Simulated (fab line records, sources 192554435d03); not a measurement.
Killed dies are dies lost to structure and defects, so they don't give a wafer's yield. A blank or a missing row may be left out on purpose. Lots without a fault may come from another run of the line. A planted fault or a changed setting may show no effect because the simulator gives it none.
Chamber matching | flow n5_finfet | N5_GATE_CUT_DESCUM_18 on rie_diel-03: 4 sister chambers
The step chemistry O2, time 7 s. 14 wafers are shown with their chamber, then 7 later ones without.

WAFERS WITH THEIR CHAMBER
wafer  | chamber | throttle_valve_pct (%) | oes_product_au (a.u.) | showerhead_plenum_p_Torr (Torr)
L074.3 | 3       | 20.0                   | 0.96                  | 2.20
L074.4 | 2       | 20.2                   | 0.89                  | 2.21
L074.6 | 0       | 20.2                   | 0.83                  | 2.14
L077.3 | 2       | 20.1                   | 0.89                  | 2.21
L077.5 | 0       | 20.2                   | 0.83                  | 2.14
L077.6 | 1       | 21.1                   | 0.72                  | 2.18
L078.2 | 2       | 20.2                   | 0.89                  | 2.21
L078.4 | 3       | 20.0                   | 0.95                  | 2.20
L078.6 | 0       | 20.2                   | 0.83                  | 2.13
L082.2 | 2       | 20.2                   | 0.88                  | 2.21
L082.5 | 1       | 21.1                   | 0.72                  | 2.18
L082.6 | 2       | 20.2                   | 0.88                  | 2.21
L085.1 | 2       | 20.2                   | 0.88                  | 2.21
L085.2 | 0       | 20.2                   | 0.82                  | 2.13

SIGNATURES (means of the wafers above)
reading                  | chamber 0 | chamber 1 | chamber 2 | chamber 3 | scatter within a chamber
throttle_valve_pct       | 20.200    | 21.100    | 20.183    | 20.000    | 0.0289
oes_product_au           | 0.8275    | 0.7200    | 0.8850    | 0.9550    | 0.00524
showerhead_plenum_p_Torr | 2.1350    | 2.1800    | 2.2100    | 2.2000    | 0.00316
Rule: a wafer's distance from a chamber is the root of the sum, over the readings, of the square of ((its reading less the chamber's mean) divided by the reading's scatter). The wafer belongs to the nearest chamber; if the next one is less than 2 further off, it can't be placed. The scatter: the root of (the sum of the squares of (reading less its chamber's mean) over the shown wafers, divided by (wafers less chambers)).

WAFERS WITHOUT THEIR CHAMBER
wafer  | throttle_valve_pct (%) | oes_product_au (a.u.) | showerhead_plenum_p_Torr (Torr)
L085.3 | 21.1                   | 0.72                  | 2.18
L088.3 | 20.3                   | 0.82                  | 2.13
L088.5 | 20.2                   | 0.83                  | 2.13
L088.6 | 20.0                   | 0.91                  | 2.20
L094.2 | 20.2                   | 0.87                  | 2.20
L094.3 | 20.0                   | 0.90                  | 2.19
L094.4 | 20.3                   | 0.82                  | 2.13

WHICH CHAMBER EACH WENT THROUGH
wafer  | from the rows above     | in truth
L085.3 | 1                       | 1
L088.3 | 0                       | 0
L088.5 | 0                       | 0
L088.6 | can't be placed: 2 or 3 | 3
L094.2 | 2                       | 2
L094.3 | can't be placed: 2 or 3 | 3
L094.4 | 0                       | 0
Placed correctly: 5 of 7. Can't be placed from these rows: 2 (the true chamber is among the candidates in 2). Placed wrongly: 0.
